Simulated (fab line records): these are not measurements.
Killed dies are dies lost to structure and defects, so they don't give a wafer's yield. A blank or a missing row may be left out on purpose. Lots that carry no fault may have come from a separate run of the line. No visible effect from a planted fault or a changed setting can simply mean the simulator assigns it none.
Comparing a struck lot with a sound one | flow nand_harc | 15 steps out of a route of 1159
Sound: wafers L570.2, L570.4, L570.5. Wafers L577.1, L577.3, L577.6 were the ones struck. Last of all comes the cause.
For every step that has rows: the tool of each side, followed by ch and its chambers, followed by its first start. Under that, the readings that differ: sound wafers | struck wafers | difference of the means | sigmas: that difference in standard deviations of wafers without a fault.
alike: readings whose means differ by less than 2 such deviations, and words and numbers that are the same on both sides. not compared: withheld readings, readings that some wafer has no value for, bounds like >300 that may hide the same value, and numbers for which the record gives no deviation and whose values overlap.
The two part at a step that has a row with sigmas, a row that says differs or no value, or rows on one side only. When numbers do not overlap yet have no deviation, they are printed without sigmas and do not part them. A reading missing from all wafers of one side parts the sides only when that side holds two or more wafers.

first, 3 steps without rows for these wafers: NHARC_A_CONTACT_DESCUM_13 (chemistry O2, time 3 s); NHARC_A_CONTACT_ETCH_88 (etches the open film in CF4, target depth 39 nm, time 65 s); NHARC_A_CONTACT_ETCH_89 (etches the open film in N2/H2, target depth 260 nm, time 475.3 s).
NHARC_A_CONTACT_ETCH_30: etches the open film in CF4/CHF3, target depth 60.5 nm, time 30.2 s.
  sound: rie_diel-09 ch 0,3; struck: rie_diel-07 ch 1,2,3
  alike: bias_w, cf4_flow_sccm, drypump_motor_current_A, oes_product_au, rf_vpp_V, showerhead_plenum_p_Torr, throttle_valve_pct
  not compared: rf_hours_counter_h
then, 1 step without rows for these wafers: NHARC_A_CONTACT_ETCH_31 (etches the open film in O2/COS, target depth 2000 nm, time 520 s).
NHARC_A_CONTACT_ETCH_134: etches the open film in C4F8/O2/Ar, time 140 s, target depth 700 nm.
  sound on har_cap_etch-03 ch 1, day 17 14:23; struck on har_cap_etch-01 ch 0,1, day 19 22:36
  alike: chamber_pressure_mTorr, oes_air_line_au
  not compared: rf_hours_counter_h
NHARC_A_CONTACT_ETCH_135: etches the open film in C4F8/O2/Ar, time 132 s, target depth 1287 nm.
  sound on har_cap_etch-03 ch 1, day 17 14:36; struck on har_cap_etch-01 ch 0,1, day 19 22:48
  alike: chamber_pressure_mTorr, oes_air_line_au
  not compared: rf_hours_counter_h
then, 2 steps without rows for these wafers: NHARC_A_CONTACT_ETCH_136 (etches the open film in C4F8/O2/Ar, time 132 s, target depth 1287 nm); NHARC_A_CONTACT_ETCH_137 (etches the open film in C4F8/O2/Ar, time 132 s, target depth 1287 nm).
NHARC_A_CONTACT_ETCH_138: etches the open film in C4F8/O2/Ar, time 132 s, target depth 1289 nm.
  sound on har_cap_etch-03 ch 1, day 17 14:58; struck on har_cap_etch-01 ch 0,1, day 19 23:10
  alike: chamber_pressure_mTorr, oes_air_line_au
  not compared: rf_hours_counter_h
then, 1 step without rows for these wafers: NHARC_A_CONTACT_ETCH_139 (etches the open film in C4F8/O2/Ar, time 137 s, target depth 590 nm).
NHARC_A_CONTACT_ETCH_92: etches the open film in CH3F/O2, target depth 40 nm, time 85.7 s.
  sound on rie_diel-07 ch 0,1,3, day 17 15:31; struck on rie_diel-07 ch 0,2,3, day 19 23:43
  reading               | sound             | struck            | difference | sigmas
  oes_product_au (a.u.) | 0.996 0.997 0.990 | 0.925 0.930 0.927 | -0.067     | -3
  alike: bias_w, ch3f_flow_sccm, drypump_motor_current_A, rf_vpp_V, showerhead_plenum_p_Torr, throttle_valve_pct
  not compared: rf_hours_counter_h
NHARC_A_CONTACT_ETCH_98: etches the open film in C4F6/O2, target depth 20 nm, time 10 s.
  sound on rie_diel-07 ch 2,3, day 17 15:38; struck on rie_diel-07 ch 0,2,3, day 19 23:50
  no value came back on the struck wafers for any of 7 readings (bias_w (W), c4f6_flow_sccm (sccm) and others); on the sound wafers bias_w (W) reads 501.0 501.5 499.8
  not compared: rf_hours_counter_h
NHARC_A_CONTACT_CD_MEAS_15:
  struck on cd_sem-03, day 19 23:56; sound on cd_sem-01, day 17 15:43
  alike: cd_nm
-- record jumps: 2 days between struck wafers' starts before vs after; left off in module A_CONTACT, resumes in module END, first step shown is number 1159 of the route --
NHARC_END_SORT_01:
  the record has rows for the struck wafers here (prober-01 ch 0, day 22 00:20) and none for the sound ones

== WHERE THEY PART ==
Last at NHARC_END_SORT_01 as far as this record goes, first at NHARC_A_CONTACT_ETCH_92.

WHY: the cause the simulator had injected
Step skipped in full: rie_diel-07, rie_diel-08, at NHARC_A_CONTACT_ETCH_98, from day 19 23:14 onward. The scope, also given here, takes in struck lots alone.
